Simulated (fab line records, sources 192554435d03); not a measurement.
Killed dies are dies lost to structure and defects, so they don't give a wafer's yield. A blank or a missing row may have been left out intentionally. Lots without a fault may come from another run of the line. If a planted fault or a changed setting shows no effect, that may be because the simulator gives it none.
Comparing a struck lot with a sound one + flow n5_finfet + 20 out of 1938 route steps
Sound: the wafers L696.1, L696.2, L696.3. Wafers struck: L699.3, L699.4, L699.5. The cause comes at the end.
For every step that has rows: the tool of each side, followed by ch and its chambers, followed by its first start. Under that, the readings that differ: sound wafers + struck wafers + difference of the means + sigmas: that difference in standard deviations of wafers without a fault.
alike: readings with means less than 2 such deviations apart, plus words and numbers identical on both sides. not compared: withheld readings, readings lacking a value on some wafer, bounds such as >300 that could conceal the same value, and numbers that have no deviation in the record and whose values overlap.
The two part at a step that has a row with sigmas, a row that says differs or no value, or rows on one side only. Numbers that don't overlap but have no deviation are shown without sigmas and don't part them. Lack of a reading on every wafer of one side parts them only where that side has two or more wafers.

first, 12 steps without rows for these wafers: N5_FIN_CUT_DESCUM_13 (chemistry O2, time 7 s); N5_FIN_CUT_ETCH_30 (etches underlayer in N2/H2, target depth 13 nm, time 10.4 s); N5_FIN_CUT_ETCH_20 (etches SiARC in CF4, target depth 26 nm, time 43.3 s); N5_FIN_CUT_ETCH_21 (etches SOC in N2/H2, target depth 219 nm, overetch 43.8 nm, time 523.5 s); N5_FIN_CUT_STRIP_23 (strips in N2/H2); N5_FIN_CUT_STRIP_31 (strips in N2/H2); N5_FIN_CUT_STRIP_24 (strips in CF4); N5_FIN_CUT_CUT_ETCH_26 (etches SiNx in CH3F/O2, target depth 39 nm, time 55.7 s); N5_FIN_CUT_CUT_ETCH_27 (etches SiO2 in CHF3/O2, target depth 4 nm, overetch 2 nm, time 4.9 s); N5_FIN_CUT_PRECLEAN_35 (cleans in vHF, time 13.3 s); N5_FIN_CUT_CUT_ETCH_15 (etches Si in HBr/Cl2/O2, target depth 100 nm, bt time 10 s, time 42.4 s); N5_FIN_CUT_CUT_ETCH_28 (etches Si in HBr/Cl2/O2, target depth 6 nm, time 2.4 s).
N5_FIN_CUT_STRIP_22: strips in N2/H2.
  sound on rie_diel-04 ch 0,2,3, day 2 08:01; struck on rie_diel-04 ch 0,3, day 2 23:36
  alike: drypump_motor_current_A, n2_flow_sccm, oes_product_au, rf_vpp_V, showerhead_plenum_p_Torr, throttle_valve_pct
  not compared: rf_hours_counter_h
then, 3 steps without rows for these wafers: N5_FIN_CUT_PRECLEAN_36 (cleans in O3/DIW, time 60 s); N5_FIN_CUT_SRD_32 (time 30 s); N5_FIN_CUT_UV_OZONE_34 (time 120 s).
N5_FIN_CUT_INSPECT_17: inspects for defects (brightfield).
  sound: defect_inspect-01 at day 2 08:10; struck: defect_inspect-01 at day 2 23:46
| reading          | sound       | struck      | difference | sigmas |
|------------------|-------------|-------------|------------|--------|
| raw_defect_count | 196 156 180 | 644 541 514 | +389       | +7     |
then, 1 step without rows for these wafers: N5_STI_FIN_REVEAL_ALD_00 (deposits SiO2, target thk 1 nm, pulse time 1 s).
-- here the record skips 6 days between the struck wafers' starts before and after, leaving off in module STI_FIN_REVEAL and picking up in module BEOL_M4 (first step shown: number 1111 of the route) --
N5_BEOL_M4_RC_MEAS_101:
  sound on prober-02 ch 0, day 8 08:07; struck on prober-02 ch 0, day 8 19:37
  alike: DIBL_N, DIBL_P, IOFF_N, IOFF_P, ION_N, ION_P, SS_N, SS_P, VT_N, VT_P
-- a jump in the record: the struck wafers' starts before and after are 4 days apart (it breaks off in module BEOL_M4 and resumes in module PASSIVATION, where the first step shown is number 1936 of the route) --
N5_PASSIVATION_PROBE_49:
  sound: prober-01 at day 12 07:02; struck: prober-01 at day 13 03:34
| reading                  | sound          | struck         | difference | sigmas |
|--------------------------|----------------|----------------|------------|--------|
| defect_limited_yield (%) | 90.6 89.7 91.8 | 83.3 89.7 83.3 | -5.3       | -4     |
| killed_at_front_end      | 59 58 40       | 153 84 152     | +77        | +7     |
| killed_dies              | 111 122 97     | 197 122 197    | +62        | +4     |
| sort_bin_5_function (%)  | 5.3 5.9 4.6    | 11.3 5.9 11.5  | +4.3       | +5     |
| sort_n_pass              | 1069 1058 1083 | 983 1058 983   | -62        | -4     |
| sort_yield_pct (%)       | 90.6 89.7 91.8 | 83.3 89.7 83.3 | -5.3       | -4     |
  alike: killed_at_M0_to_M3, killed_at_M4_up, killed_at_contacts, killed_at_other, killed_open, killed_short, sort_bin_6_memory

## WHERE THEY PART
First at N5_FIN_CUT_INSPECT_17; last, within this record, at N5_PASSIVATION_PROBE_49.

WHY: whatever the simulator had introduced
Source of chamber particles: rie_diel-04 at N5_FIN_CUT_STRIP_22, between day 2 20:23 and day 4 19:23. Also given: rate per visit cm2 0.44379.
